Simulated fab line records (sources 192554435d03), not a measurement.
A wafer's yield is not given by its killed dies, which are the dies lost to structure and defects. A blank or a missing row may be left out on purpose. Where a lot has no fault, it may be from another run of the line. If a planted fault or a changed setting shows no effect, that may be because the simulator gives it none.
Matching of chambers | flow n5Finfet | 4 sister chambers for N5_MOL_CONTACT_COAG_ETCH_59 on rieDiel-03
The step etches underlayer in N2/H2, target depth 13 nm, time 10.4 s. 8 wafers are shown with their chamber, then 11 later ones without.

WAFERS, EACH WITH ITS CHAMBER
wafer  | chamber | showerheadPlenumPTorr (Torr) | drypumpMotorCurrentA (A)
L085.3 | 1       | 2.45                         | 5.79
L088.5 | 1       | 2.45                         | 5.78
L088.6 | 0       | 2.50                         | 5.51
L090.3 | 0       | 2.49                         | 5.53
L090.4 | 3       | 2.42                         | 5.66
L091.4 | 3       | 2.42                         | 5.67
L091.5 | 2       | 2.63                         | 5.96
L092.1 | 2       | 2.63                         | 5.98

WAFERS WITHOUT THEIR CHAMBER
wafer  | showerheadPlenumPTorr (Torr) | drypumpMotorCurrentA (A)
L092.2 | 2.49                         | 5.56
L092.3 | 2.42                         | 5.67
L092.4 | 2.44                         | 5.78
L092.5 | 2.49                         | 5.54
L092.6 | 2.42                         | 5.68
L096.1 | 2.44                         | 5.79
L096.2 | 2.42                         | 5.65
L096.5 | 2.44                         | 5.79
L097.4 | 2.44                         | 5.76
L097.5 | 2.41                         | 5.66
L097.6 | 2.49                         | 5.54

WHICH CHAMBER EACH WENT THROUGH
wafer  | from the rows above | in truth
L092.2 | 0                   | 0
L092.3 | 3                   | 3
L092.4 | 1                   | 1
L092.5 | 0                   | 0
L092.6 | 3                   | 3
L096.1 | 1                   | 1
L096.2 | 3                   | 3
L096.5 | 1                   | 1
L097.4 | 1                   | 1
L097.5 | 3                   | 3
L097.6 | 0                   | 0
11 of 11 placed correctly. Left unplaced by these rows: 0. Placed wrongly: 0.
How it was worked out, from the rows above alone: a wafer's distance from a chamber is the root of the sum, over the readings, of the square of ((its reading less the chamber's mean) divided by the reading's scatter). If the next closest chamber is less than 2 further off than the closest, the wafer can't be placed; otherwise it belongs to the closest. The mean given for a chamber averages the wafers shown for that chamber. How the scatter is found: for the shown wafers, subtract from each reading the mean of its chamber, square and add these, divide the total by (wafers less chambers), then take the root.
